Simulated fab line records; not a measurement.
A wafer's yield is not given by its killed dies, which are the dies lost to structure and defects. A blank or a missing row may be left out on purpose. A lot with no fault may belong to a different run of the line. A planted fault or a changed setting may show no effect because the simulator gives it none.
fab line records | flow n5_finfet
record: lots: 7 | wafers: 39
route steps=1938 shown BEOL_M9@1401 BEOL_M12@1639
start_h: hours from the record's first day to the start of the lot's first wafer shown | wait_h: hours elapsed since this lot's preceding step | " the same as in the row above | L1.1+2: a row that stands for several wafers | - no value, or no start was given | * or withheld: withheld | < > ~ a bound
route shown NAME@n: names a module that has steps shown in the file, with the first one's number in the route | usual: average and standard deviation across the fault-free wafers | same: alike in all rows | chamber/n: place in a boat | sites: per-site readings | _std_site: how widely they spread, as a standard deviation | _edge_site: inner sites' mean taken away from outer sites' mean | radius_mm: how far each site lies from the wafer's centre | mask NAME#n: copy n | behind: the last tool/chamber to shape the wafer | hold: reason for holding the lot/hours on hold/outcome of the hold | device: the transistor (n, p or np) that didn't switch | end of line: tests run on the same wafers once the route is complete | a step without rows: its recipe alone | killed: not the wafer's yield, but the dies lost to structure and defects at the first sort | map: dies across one wafer; x = killed, . = not, _ = none there
set.NAME: the setting as run; set.NAME@STEP: as run at that earlier step | model.NAME: the simulator's own value behind a step, which no gauge read
one table per step and one row per wafer, for lots whose settings were changed on purpose
== steps ==
step: N5_BEOL_M9_ILD_DEP_00
recipe: material: SiCOH_lowk | target_thk_a: 3085.1 | temp_c: 300 | precursor: DEMS/porogen | pressure_torr: 5 | rf_w: 500 | time_s: 58
lot.wafer | tool     | chamber | start_h | wait_h | set.time_s | model.SiCOH_lowk_of_BEOL_M9_ILD_DEP_00.thk_nm
L083.1    | pecvd-04 | 1       | 242.82  | 0.0    | 58         | 309.8
L083.2    | "        | 2       | "       | "      | 58         | 310.4
L083.3    | "        | 0       | "       | "      | 58         | 313
L083.4    | "        | 0       | "       | "      | 58         | 316.6
L083.5    | "        | 2       | "       | "      | 58         | 314.2
L083.6    | "        | 1       | "       | "      | 58         | 314.6
L082.1    | pecvd-04 | 1       | 250.47  | 0.0    | 58         | 309.2
L082.2    | "        | 2       | "       | "      | 58         | 306.4
L082.3    | "        | 0       | "       | "      | 58         | 314.8
L082.4    | "        | 0       | "       | "      | 58         | 317.8
L082.5+6  | "        | 2,1     | "       | "      | 58         | 315.6
L093.1    | pecvd-03 | 1       | 320.47  | 0.0    | 83.16      | 432.8
L093.2    | "        | 2       | "       | "      | 58         | 301.2
L093.3    | "        | 0       | "       | "      | 83.16      | 435.8
L093.4    | "        | 1       | "       | "      | 58         | 311
L093.5    | "        | 0       | "       | "      | 83.16      | 442
L093.6    | "        | 2       | "       | "      | 58         | 303.8
L095.2    | pecvd-01 | 2       | 330.08  | 0.0    | 58         | 310.6
L095.3    | "        | 0       | "       | "      | 58         | 311
L095.4    | "        | 0       | "       | "      | 58         | 313
L094.1    | pecvd-01 | 2       | 333.33  | 0.0    | 58         | 306.4
L094.2    | "        | 1       | "       | "      | 58         | 309.6
L094.3    | "        | 0       | "       | "      | 58         | 306
L094.4    | "        | 1       | "       | "      | 58         | 313.8
L094.5    | "        | 2       | "       | "      | 58         | 313.6
L094.6    | "        | 0       | "       | "      | 58         | 314.2
L096.1    | pecvd-04 | 1       | 338.84  | 0.0    | 58         | 305.2
L096.2    | "        | 0       | "       | "      | 58         | 305.8
L096.3    | "        | 2       | "       | "      | 58         | 304.2
L096.4    | "        | 2       | "       | "      | 58         | 308.4
L096.5    | "        | 1       | "       | "      | 58         | 310.4
L096.6    | "        | 0       | "       | "      | 58         | 313.2
L097.1    | pecvd-04 | 1       | 348.63  | 0.0    | 58         | 308.2
L097.2    | "        | 0       | "       | "      | 58         | 311
L097.3    | "        | 2       | "       | "      | 68.08      | 359
L097.4    | "        | 2       | "       | "      | 68.08      | 364.4
L097.5    | "        | 1       | "       | "      | 58         | 314.4
L097.6    | "        | 0       | "       | "      | 68.08      | 366.4
step: N5_BEOL_M9_CURE_71
recipe: temp_c: 385 | time_s: 240 | ambient: He/Ar | material: SiCOH_lowk
lot.wafer | tool       | chamber | start_h | wait_h | set.time_s@BEOL_M9_ILD_DEP_00 | model.SiCOH_lowk_of_BEOL_M9_ILD_DEP_00.thk_nm
L083.1    | uv_cure-01 | 1       | 242.90  | 0.0    | 58                            | 269.2
L083.2    | "          | 1       | "       | "      | 58                            | 269.6
L083.3    | "          | 1       | "       | "      | 58                            | 272
L083.4    | "          | 1       | "       | "      | 58                            | 275.2
L083.5    | "          | 1       | "       | "      | 58                            | 273
L083.6    | "          | 1       | "       | "      | 58                            | 273.4
L082.1    | uv_cure-02 | 2       | 250.55  | 0.0    | 58                            | 268.6
L082.2    | "          | 2       | "       | "      | 58                            | 266.2
L082.3    | "          | 2       | "       | "      | 58                            | 273.4
L082.4    | "          | 2       | "       | "      | 58                            | 276.2
L082.5+6  | "          | 2       | "       | "      | 58                            | 274.2
L093.1    | uv_cure-02 | 0       | 320.55  | 0.0    | 83.16                         | 378.6
L093.2    | "          | 0       | "       | "      | 58                            | 261.6
L093.3    | "          | 0       | "       | "      | 83.16                         | 381.4
L093.4    | "          | 0       | "       | "      | 58                            | 270.2
L093.5    | "          | 0       | "       | "      | 83.16                         | 387
L093.6    | "          | 0       | "       | "      | 58                            | 263.8
L095.2    | uv_cure-01 | 0       | 330.23  | 0.1    | 58                            | 270
L095.3    | "          | 0       | "       | "      | 58                            | 270.2
L095.4    | "          | 0       | "       | "      | 58                            | 272
L094.1    | uv_cure-01 | 0       | 333.41  | 0.0    | 58                            | 266.2
L094.2    | "          | 0       | "       | "      | 58                            | 269
L094.3    | "          | 0       | "       | "      | 58                            | 265.8
L094.4+5  | "          | 0       | "       | "      | 58                            | 272.6
L094.6    | "          | 0       | "       | "      | 58                            | 273
L096.1    | uv_cure-02 | 2       | 338.92  | 0.0    | 58                            | 265
L096.2    | "          | 2       | "       | "      | 58                            | 265.6
L096.3    | "          | 2       | "       | "      | 58                            | 264.2
L096.4    | "          | 2       | "       | "      | 58                            | 268
L096.5    | "          | 2       | "       | "      | 58                            | 269.8
L096.6    | "          | 2       | "       | "      | 58                            | 272
L097.1    | uv_cure-02 | 1       | 348.70  | 0.0    | 58                            | 267.8
L097.2    | "          | 1       | "       | "      | 58                            | 270.2
L097.3    | "          | 1       | "       | "      | 68.08                         | 312.8
L097.4    | "          | 1       | "       | "      | 68.08                         | 317.6
L097.5    | "          | 1       | "       | "      | 58                            | 273.2
L097.6    | "          | 1       | "       | "      | 68.08                         | 319.4
step: N5_BEOL_M9_THK_MEAS_01
recipe: reads: SiCOH_lowk_of_BEOL_M9_ILD_DEP_00
usual: M9_ILD_THK: 269/3.7
lot.wafer | tool          | chamber | start_h | wait_h | set.time_s@BEOL_M9_ILD_DEP_00 | M9_ILD_THK[nm]
L083.1    | film_metro-02 | -       | 243.41  | 0.4    | 58                            | 269
L083.2    | "             | -       | "       | "      | 58                            | 269
L083.3    | "             | -       | "       | "      | 58                            | 272
L083.4    | "             | -       | "       | "      | 58                            | 275
L083.5    | "             | -       | "       | "      | 58                            | 273
L083.6    | "             | -       | "       | "      | 58                            | 273
L082.1    | film_metro-01 | -       | 251.06  | 0.4    | 58                            | 269
L082.2    | "             | -       | "       | "      | 58                            | 266
L082.3    | "             | -       | "       | "      | 58                            | 274
L082.4    | "             | -       | "       | "      | 58                            | 276
L082.5    | "             | -       | "       | "      | 58                            | 274
L082.6    | "             | -       | "       | "      | 58                            | 274
L093.1    | film_metro-01 | -       | 321.06  | 0.4    | 83.16                         | 378
L093.2    | "             | -       | "       | "      | 58                            | 262
L093.3    | "             | -       | "       | "      | 83.16                         | 381
L093.4    | "             | -       | "       | "      | 58                            | 270
L093.5    | "             | -       | "       | "      | 83.16                         | 387
L093.6    | "             | -       | "       | "      | 58                            | 264
L095.2    | film_metro-02 | -       | 330.67  | 0.4    | 58                            | 270
L095.3    | "             | -       | "       | "      | 58                            | 270
L095.4    | "             | -       | "       | "      | 58                            | 272
L094.1    | film_metro-02 | -       | 333.92  | 0.4    | 58                            | 266
L094.2    | "             | -       | "       | "      | 58                            | 269
L094.3    | "             | -       | "       | "      | 58                            | 266
L094.4    | "             | -       | "       | "      | 58                            | 272
L094.5    | "             | -       | "       | "      | 58                            | 272
L094.6    | "             | -       | "       | "      | 58                            | 273
L096.1    | film_metro-01 | -       | 339.43  | 0.4    | 58                            | 265
L096.2    | "             | -       | "       | "      | 58                            | 266
L096.3    | "             | -       | "       | "      | 58                            | 264
L096.4    | "             | -       | "       | "      | 58                            | 268
L096.5    | "             | -       | "       | "      | 58                            | 270
L096.6    | "             | -       | "       | "      | 58                            | 272
L097.1    | film_metro-01 | -       | 349.22  | 0.4    | 58                            | 268
L097.2    | "             | -       | "       | "      | 58                            | 270
L097.3    | "             | -       | "       | "      | 68.08                         | 313
L097.4    | "             | -       | "       | "      | 68.08                         | 318
L097.5    | "             | -       | "       | "      | 58                            | 273
L097.6    | "             | -       | "       | "      | 68.08                         | 319
step: N5_BEOL_M12_TRENCH_ETCH_34
recipe: chemistry: C4F8/O2/Ar | target: SiOC | target_depth_a: 3189.5 | mask_material: SOC | pressure_mtorr: 30 | source_w: 3000 | bias_w: 700 | Ar_flow_sccm: 400 | C4F8_flow_sccm: 15 | O2_flow_sccm: 8 | he_inner_torr: 15 | he_outer_torr: 30 | time_s: 125.5 | ion_energy_ev: 250
lot.wafer | tool        | chamber | start_h | wait_h | set.time_s | model.etch.depth_nm
L083.1    | rie_diel-02 | 0       | 267.17  | 0.0    | 62.17      | 160.9
L083.2    | "           | 2       | "       | "      | 62.17      | 159.4
L083.3    | "           | 1       | "       | "      | 62.17      | 157.4
L083.4    | "           | 3       | "       | "      | 125.5      | 325.1
L083.5    | "           | 2       | "       | "      | 125.5      | 322.2
L083.6    | "           | 3       | "       | "      | 125.5      | 326.1
L082.1    | rie_diel-06 | 1       | 275.75  | 0.0    | 125.5      | 325.9
L082.2    | "           | 0       | "       | "      | 125.5      | 320.5
L082.3    | "           | 2       | "       | "      | 125.5      | 315
L082.4    | "           | 3       | "       | "      | 125.5      | 324.2
L082.5    | "           | 1       | "       | "      | 125.5      | 325.6
L082.6    | "           | 0       | "       | "      | 125.5      | 321.3
L093.1    | rie_diel-06 | 3       | 347.08  | 0.0    | 125.5      | 324.1
L093.2    | "           | 2       | "       | "      | 125.5      | 321.2
L093.3    | "           | 0       | "       | "      | 125.5      | 321
L093.4    | "           | 1       | "       | "      | 125.5      | 324.3
L093.5    | "           | 2       | "       | "      | 125.5      | 321.3
L093.6    | "           | 3       | "       | "      | 125.5      | 323.4
L095.2    | rie_diel-02 | 0       | 353.86  | 0.0    | 125.5      | 320.7
L095.3    | "           | 2       | "       | "      | 125.5      | 324.4
L095.4    | "           | 3       | "       | "      | 125.5      | 324.2
L094.1    | rie_diel-01 | 3       | 356.08  | 0.0    | 164.2      | 412.7
L094.2    | "           | 0       | "       | "      | 125.5      | 321.9
L094.3    | "           | 2       | "       | "      | 164.2      | 410.5
L094.4    | "           | 1       | "       | "      | 125.5      | 310
L094.5    | "           | 0       | "       | "      | 164.2      | 423.3
L094.6    | "           | 1       | "       | "      | 125.5      | 313.5
L096.1    | rie_diel-01 | 1       | 361.89  | 0.0    | 151.6      | 381.7
L096.2    | "           | 2       | "       | "      | 151.6      | 384.7
L096.3    | "           | 3       | "       | "      | 151.6      | 388.6
L096.4    | "           | 0       | "       | "      | 125.5      | 322.8
L096.5    | "           | 2       | "       | "      | 125.5      | 317.4
L096.6    | "           | 3       | "       | "      | 125.5      | 319.2
L097.1    | rie_diel-01 | 3       | 369.99  | 0.0    | 125.5      | 315.1
L097.2    | "           | 1       | "       | "      | 68.16      | 170.1
L097.3    | "           | 2       | "       | "      | 125.5      | 315.7
L097.4    | "           | 0       | "       | "      | 68.16      | 174.8
L097.5    | "           | 1       | "       | "      | 68.16      | 170.3
L097.6    | "           | 0       | "       | "      | 125.5      | 321.7
step: N5_BEOL_M12_STRIP_70
recipe: chemistry: C4F8/O2/Ar | resist: SiARC | rf_frequency_hz: 6e+07
step: N5_BEOL_M12_OCD_MEAS_35
usual: trench_depth_nm: 321/4.7
lot.wafer | tool   | chamber | start_h | wait_h | set.time_s@BEOL_M12_TRENCH_ETCH_34 | trench_depth_nm
L083.1    | ocd-02 | -       | 267.33  | 0.0    | 62.17                              | 161
L083.2    | "      | -       | "       | "      | 62.17                              | 159
L083.3    | "      | -       | "       | "      | 62.17                              | 157
L083.4    | "      | -       | "       | "      | 125.5                              | 325
L083.5    | "      | -       | "       | "      | 125.5                              | 322
L083.6    | "      | -       | "       | "      | 125.5                              | 326
L082.1    | ocd-02 | -       | 275.90  | 0.0    | 125.5                              | 326
L082.2    | "      | -       | "       | "      | 125.5                              | 320
L082.3    | "      | -       | "       | "      | 125.5                              | 315
L082.4    | "      | -       | "       | "      | 125.5                              | 324
L082.5    | "      | -       | "       | "      | 125.5                              | 326
L082.6    | "      | -       | "       | "      | 125.5                              | 321
L093.1    | ocd-01 | -       | 347.24  | 0.0    | 125.5                              | 324
L093.2    | "      | -       | "       | "      | 125.5                              | 321
L093.3    | "      | -       | "       | "      | 125.5                              | 321
L093.4    | "      | -       | "       | "      | 125.5                              | 324
L093.5    | "      | -       | "       | "      | 125.5                              | 321
L093.6    | "      | -       | "       | "      | 125.5                              | 323
L095.2    | ocd-01 | -       | 354.02  | 0.0    | 125.5                              | 320
L095.3    | "      | -       | "       | "      | 125.5                              | 324
L095.4    | "      | -       | "       | "      | 125.5                              | 324
L094.1    | ocd-02 | -       | 356.23  | 0.0    | 164.2                              | 413
L094.2    | "      | -       | "       | "      | 125.5                              | 322
L094.3    | "      | -       | "       | "      | 164.2                              | 410
L094.4    | "      | -       | "       | "      | 125.5                              | 311
L094.5    | "      | -       | "       | "      | 164.2                              | 423
L094.6    | "      | -       | "       | "      | 125.5                              | 313
L096.1    | ocd-01 | -       | 362.04  | 0.0    | 151.6                              | 382
L096.2    | "      | -       | "       | "      | 151.6                              | 385
L096.3    | "      | -       | "       | "      | 151.6                              | 388
L096.4    | "      | -       | "       | "      | 125.5                              | 323
L096.5    | "      | -       | "       | "      | 125.5                              | 318
L096.6    | "      | -       | "       | "      | 125.5                              | 319
L097.1    | ocd-01 | -       | 370.15  | 0.0    | 125.5                              | 315
L097.2    | "      | -       | "       | "      | 68.16                              | 170
L097.3    | "      | -       | "       | "      | 125.5                              | 316
L097.4    | "      | -       | "       | "      | 68.16                              | 175
L097.5    | "      | -       | "       | "      | 68.16                              | 170
L097.6    | "      | -       | "       | "      | 125.5                              | 322
step: N5_BEOL_M12_STRIP_37
recipe: chemistry: N2/H2 | power_w: 1000 | temp_c: 250 | h2_frac: 0.65 | overash_fraction: 0.3 | pressure_mtorr: withheld | n2_flow_sccm: 1750 | h2_flow_sccm: 3250
step: N5_BEOL_M12_ETCH_38
recipe: chemistry: CF4/N2 | target: SiCN | target_depth_a: 687 | taper_deg: 2 | time_s: 73.4 | ion_energy_ev: 150 | mask_material: SiO2 | pressure_mtorr: 40 | source_w: 430 | bias_w: 70 | Ar_flow_sccm: 100 | cf4_flow_sccm: 60 | n2_flow_sccm: 60
step: N5_BEOL_M12_ECD_47
recipe: material: Cu | target_thk_a: 7200
step: N5_BEOL_M12_ANNEAL_48
recipe: temp_c: 225 | time_s: 90 | ambient: N2
step: N5_BEOL_M12_CMP_49
recipe: stop_on: SiOC | t_overpolish_s: 20.6 | down_force_psi: 1 | platen_rpm: 50 | clearing_platen_down_force_psi: 1.5 | clearing_platen_rpm: 50 | post_cmp_clean: cu_alkaline | target_thk_nm: 320 | clearing_platen_pad_velocity_m_s: 0.99484 | pad_velocity_m_s: 0.99484
lot.wafer | tool   | chamber | start_h | wait_h | set.time_s@BEOL_M12_TRENCH_ETCH_34 | model.Cu_of_BEOL_M12_ECD_47.thk_nm
L083.3    | cmp-01 | 0       | 270.09  | 0.2    | 62.17                              | 160.4
L083.2    | "      | 1       | "       | "      | 62.17                              | 160.8
L083.1    | "      | 2       | "       | "      | 62.17                              | 165.4
L083.4    | "      | 3       | "       | "      | 125.5                              | 326.8
L083.6    | "      | 0       | "       | "      | 125.5                              | 329.2
L083.5    | "      | 1       | "       | "      | 125.5                              | 325
L082.2    | cmp-03 | 3       | 277.44  | 0.2    | 125.5                              | 321.2
L082.4    | "      | 0       | "       | "      | 125.5                              | 327.4
L082.1    | "      | 1       | "       | "      | 125.5                              | 326.2
L082.3    | "      | 2       | "       | "      | 125.5                              | 316.2
L082.5    | "      | 3       | "       | "      | 125.5                              | 327.2
L082.6    | "      | 0       | "       | "      | 125.5                              | 323.4
L093.4    | cmp-04 | 0       | 350.50  | 0.1    | 125.5                              | 325.2
L093.1    | "      | 1       | "       | "      | 125.5                              | 325
L093.3    | "      | 2       | "       | "      | 125.5                              | 319.6
L093.2    | "      | 3       | "       | "      | 125.5                              | 321.2
L093.6    | "      | 0       | "       | "      | 125.5                              | 321.8
L093.5    | "      | 1       | "       | "      | 125.5                              | 322.4
L095.4    | cmp-04 | 3       | 356.26  | 0.1    | 125.5                              | 326.2
L095.3    | "      | 1       | "       | "      | 125.5                              | 327
L095.2    | "      | 2       | "       | "      | 125.5                              | 321.4
L094.4    | cmp-03 | 3       | 358.54  | 0.1    | 125.5                              | 311.2
L094.1    | "      | 0       | "       | "      | 164.2                              | 415.2
L094.3    | "      | 1       | "       | "      | 164.2                              | 412.8
L094.2    | "      | 2       | "       | "      | 125.5                              | 323
L094.6    | "      | 3       | "       | "      | 125.5                              | 315.4
L094.5    | "      | 0       | "       | "      | 164.2                              | 425.8
L096.3    | cmp-01 | 2       | 365.91  | 0.2    | 151.6                              | 393
L096.2    | "      | 3       | "       | "      | 151.6                              | 384
L096.1    | "      | 0       | "       | "      | 151.6                              | 382.6
L096.4    | "      | 1       | "       | "      | 125.5                              | 324.2
L096.5    | "      | 2       | "       | "      | 125.5                              | 319.8
L096.6    | "      | 3       | "       | "      | 125.5                              | 319
L097.1    | cmp-04 | 0       | 372.33  | 0.3    | 125.5                              | 315.6
L097.3    | "      | 1       | "       | "      | 125.5                              | 317.6
L097.2    | "      | 2       | "       | "      | 68.16                              | 170.6
L097.4    | "      | 3       | "       | "      | 68.16                              | 176.8
L097.5    | "      | 0       | "       | "      | 68.16                              | 172.8
L097.6    | "      | 1       | "       | "      | 125.5                              | 325.2
step: N5_BEOL_M12_THK_MEAS_50
recipe: thk_meas_gauge: xrf | reads: Cu_of_BEOL_M12_ECD_47
usual: M12_THK: 317/5.2
lot.wafer | tool          | chamber | start_h | wait_h | set.time_s@BEOL_M12_TRENCH_ETCH_34 | M12_THK[nm]
L083.1    | film_metro-01 | -       | 270.38  | -      | 62.17                              | 163
L083.2    | "             | -       | "       | "      | 62.17                              | 159
L083.3    | "             | -       | "       | "      | 62.17                              | 158
L083.4    | "             | -       | "       | "      | 125.5                              | 321
L083.5    | "             | -       | "       | "      | 125.5                              | 321
L083.6    | "             | -       | "       | "      | 125.5                              | 324
L082.1    | film_metro-01 | -       | 277.73  | -      | 125.5                              | 321
L082.2    | "             | -       | "       | "      | 125.5                              | 315
L082.3    | "             | -       | "       | "      | 125.5                              | 312
L082.4    | "             | -       | "       | "      | 125.5                              | 321
L082.5    | "             | -       | "       | "      | 125.5                              | 321
L082.6    | "             | -       | "       | "      | 125.5                              | 319
L093.1    | film_metro-02 | -       | 350.79  | -      | 125.5                              | 319
L093.2    | "             | -       | "       | "      | 125.5                              | 316
L093.3    | "             | -       | "       | "      | 125.5                              | 315
L093.4    | "             | -       | "       | "      | 125.5                              | 320
L093.5    | "             | -       | "       | "      | 125.5                              | 318
L093.6    | "             | -       | "       | "      | 125.5                              | 317
L095.2    | film_metro-01 | -       | 356.55  | -      | 125.5                              | 317
L095.3    | "             | -       | "       | "      | 125.5                              | 323
L095.4    | "             | -       | "       | "      | 125.5                              | 321
L094.1    | film_metro-02 | -       | 358.84  | -      | 164.2                              | 407
L094.2    | "             | -       | "       | "      | 125.5                              | 318
L094.3    | "             | -       | "       | "      | 164.2                              | 405
L094.4    | "             | -       | "       | "      | 125.5                              | 306
L094.5    | "             | -       | "       | "      | 164.2                              | 418
L094.6    | "             | -       | "       | "      | 125.5                              | 311
L096.1    | film_metro-01 | -       | 366.20  | -      | 151.6                              | 375
L096.2    | "             | -       | "       | "      | 151.6                              | 376
L096.3    | "             | -       | "       | "      | 151.6                              | 386
L096.4    | "             | -       | "       | "      | 125.5                              | 317
L096.5    | "             | -       | "       | "      | 125.5                              | 314
L096.6    | "             | -       | "       | "      | 125.5                              | 312
L097.1    | film_metro-02 | -       | 372.62  | -      | 125.5                              | 309
L097.2    | "             | -       | "       | "      | 68.16                              | 167
L097.3    | "             | -       | "       | "      | 125.5                              | 311
L097.4    | "             | -       | "       | "      | 68.16                              | 173
L097.5    | "             | -       | "       | "      | 68.16                              | 170
L097.6    | "             | -       | "       | "      | 125.5                              | 318
step: N5_BEOL_M12_PRE_CLEAN_52
recipe: gas: NH3 | time_s: 15 | temp_c: withheld | rf_power_w: 300
step: N5_BEOL_M12_DEP_53
recipe: material: SiCN | target_thk_a: 300 | temp_c: withheld | precursor: 3MS/NH3 | pressure_torr: 3 | rf_w: 675 | time_s: 10.5
step: N5_BEOL_M12_RS_MEAS_54
recipe: thk_meas_gauge: four-point-probe | reads: Cu_of_BEOL_M12_ECD_47+Ta_of_BEOL_M12_SPUTTER_44+TaN_of_BEOL_M12_SPUTTER_43
usual: M12_RS: 0.0596/0.00093
lot.wafer | tool          | chamber | start_h | wait_h | set.time_s@BEOL_M12_TRENCH_ETCH_34 | M12_RS[ohm/sq]
L083.1    | film_metro-01 | -       | 270.51  | 0.0    | 62.17                              | 0.1212
L083.2    | "             | -       | "       | "      | 62.17                              | 0.1247
L083.3    | "             | -       | "       | "      | 62.17                              | 0.1249
L083.4    | "             | -       | "       | "      | 125.5                              | 0.0586
L083.5    | "             | -       | "       | "      | 125.5                              | 0.0590
L083.6    | "             | -       | "       | "      | 125.5                              | 0.0582
L082.1    | film_metro-02 | -       | 277.86  | 0.0    | 125.5                              | 0.0588
L082.2    | "             | -       | "       | "      | 125.5                              | 0.0597
L082.3    | "             | -       | "       | "      | 125.5                              | 0.0608
L082.4    | "             | -       | "       | "      | 125.5                              | 0.0586
L082.5    | "             | -       | "       | "      | 125.5                              | 0.0587
L082.6    | "             | -       | "       | "      | 125.5                              | 0.0593
L093.1    | film_metro-02 | -       | 350.91  | 0.0    | 125.5                              | 0.0591
L093.2    | "             | -       | "       | "      | 125.5                              | 0.0598
L093.3    | "             | -       | "       | "      | 125.5                              | 0.0600
L093.4    | "             | -       | "       | "      | 125.5                              | 0.0590
L093.5    | "             | -       | "       | "      | 125.5                              | 0.0596
L093.6    | "             | -       | "       | "      | 125.5                              | 0.0597
L095.2    | film_metro-01 | -       | 356.68  | 0.0    | 125.5                              | 0.0597
L095.3    | "             | -       | "       | "      | 125.5                              | 0.0586
L095.4    | "             | -       | "       | "      | 125.5                              | 0.0587
L094.1    | film_metro-01 | -       | 358.96  | 0.0    | 164.2                              | 0.0457
L094.2    | "             | -       | "       | "      | 125.5                              | 0.0593
L094.3    | "             | -       | "       | "      | 164.2                              | 0.0460
L094.4    | "             | -       | "       | "      | 125.5                              | 0.0618
L094.5    | "             | -       | "       | "      | 164.2                              | 0.0446
L094.6    | "             | -       | "       | "      | 125.5                              | 0.0608
L096.1    | film_metro-02 | -       | 366.33  | 0.0    | 151.6                              | 0.0499
L096.2    | "             | -       | "       | "      | 151.6                              | 0.0496
L096.3    | "             | -       | "       | "      | 151.6                              | 0.0486
L096.4    | "             | -       | "       | "      | 125.5                              | 0.0592
L096.5    | "             | -       | "       | "      | 125.5                              | 0.0601
L096.6    | "             | -       | "       | "      | 125.5                              | 0.0602
L097.1    | film_metro-02 | -       | 372.75  | 0.0    | 125.5                              | 0.0609
L097.2    | "             | -       | "       | "      | 68.16                              | 0.1174
L097.3    | "             | -       | "       | "      | 125.5                              | 0.0605
L097.4    | "             | -       | "       | "      | 68.16                              | 0.1128
L097.5    | "             | -       | "       | "      | 68.16                              | 0.1155
L097.6    | "             | -       | "       | "      | 125.5                              | 0.0591
== key ==
split: step: N5_BEOL_M9_ILD_DEP_00 | setting: time_s | stated: 58 | by: wafer
response: step: N5_BEOL_M9_ILD_DEP_00 | reading: model.SiCOH_lowk_of_BEOL_M9_ILD_DEP_00.thk_nm | change: +3.03 | per: 1% | r: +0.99
response: step: N5_BEOL_M9_CURE_71 | reading: model.SiCOH_lowk_of_BEOL_M9_ILD_DEP_00.thk_nm | change: +2.69 | per: 1% | r: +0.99
response: step: N5_BEOL_M9_THK_MEAS_01 | reading: M9_ILD_THK | change: +2.69 | per: 1% | r: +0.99
split: step: N5_BEOL_M12_TRENCH_ETCH_34 | setting: time_s | stated: 125.5 | by: wafer
response: step: N5_BEOL_M12_TRENCH_ETCH_34 | reading: model.etch.depth_nm | change: +3.23 | per: 1% | r: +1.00
response: step: N5_BEOL_M12_OCD_MEAS_35 | reading: trench_depth_nm | change: +3.23 | per: 1% | r: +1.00
response: step: N5_BEOL_M12_CMP_49 | reading: model.Cu_of_BEOL_M12_ECD_47.thk_nm | change: +3.24 | per: 1% | r: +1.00
response: step: N5_BEOL_M12_THK_MEAS_50 | reading: M12_THK | change: +3.17 | per: 1% | r: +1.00
response: step: N5_BEOL_M12_RS_MEAS_54 | reading: M12_RS | change: -0.00108 | per: 1% | r: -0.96
